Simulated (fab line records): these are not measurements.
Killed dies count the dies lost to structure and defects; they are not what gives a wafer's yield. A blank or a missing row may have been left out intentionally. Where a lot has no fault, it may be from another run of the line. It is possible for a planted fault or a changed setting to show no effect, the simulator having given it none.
One fault seen from 2 desks    flow nandHarc    each desk has only its own numbers; what lay behind them comes last

## THE DEFECT DESK
Per lot, the means of the sampled wafers with a number show what the inspections along the route counted. If a lot's mean is further than 4 standard deviations from the usual mean, the lot is out of limits and carries the mark OUT (the distance appears in the brackets).
Columns: A = rawDefectCount at NHARC_A_CHANNEL_HOLE_D2_INSPECT_40, usual 273
lot   first seen here  A
L375  day 13 16:11     247
L377  day 14 13:01     290
L376  day 15 00:07     242
L379  day 15 15:31     274
L380  day 15 15:39     331
L381  day 16 20:07     236
L383  day 17 06:59     273
L384  day 17 23:01     246
L387  day 19 04:47     356
L389  day 20 02:54     235
L395  day 22 00:01     223
L396  day 22 13:44     171
This desk found nothing out of limits on any of the 12 lots.

## DESK OF THE TOOL OWNER: rieDiel-01
The tool's own readings at NHARC_A_CHANNEL_FILL_D2_ETCHBACK_20 (etches the open film in C4F8/O2/Ar, target depth 27 nm, time 13.5 s): means of the sampled wafers that have a number, for each lot that ran on this tool. If a lot's mean is further than 4 standard deviations from the usual mean, the lot is out of limits and carries the mark OUT (the distance appears in the brackets).
Columns: A = biasW at NHARC_A_CHANNEL_FILL_D2_ETCHBACK_20, usual 1500 W; B = chamberPressureMTorr at NHARC_A_CHANNEL_FILL_D2_ETCHBACK_20, usual 24.999 mTorr; C = oesProductAu at NHARC_A_CHANNEL_FILL_D2_ETCHBACK_20, usual 0.98 a.u.; D = rfVppV at NHARC_A_CHANNEL_FILL_D2_ETCHBACK_20, usual 977 V
lot   first seen here  A     B       C     D
L376  day 16 01:10     1501  25.004  0.94  980
L380  day 16 16:20     1499  25.001  0.99  979
L383  day 18 07:16     1499  24.986  0.92  980
L389  day 21 00:46     1504  24.996  0.99  976
L395  day 23 01:10     1497  25.004  0.93  979
This desk found nothing out of limits on any of the 5 lots.

## ALL TOGETHER
No out-of-limits result turned up at the defect desk.
Nothing out of limits was seen by the tool owner's desk.

## WHAT THE SIMULATOR PUT IN
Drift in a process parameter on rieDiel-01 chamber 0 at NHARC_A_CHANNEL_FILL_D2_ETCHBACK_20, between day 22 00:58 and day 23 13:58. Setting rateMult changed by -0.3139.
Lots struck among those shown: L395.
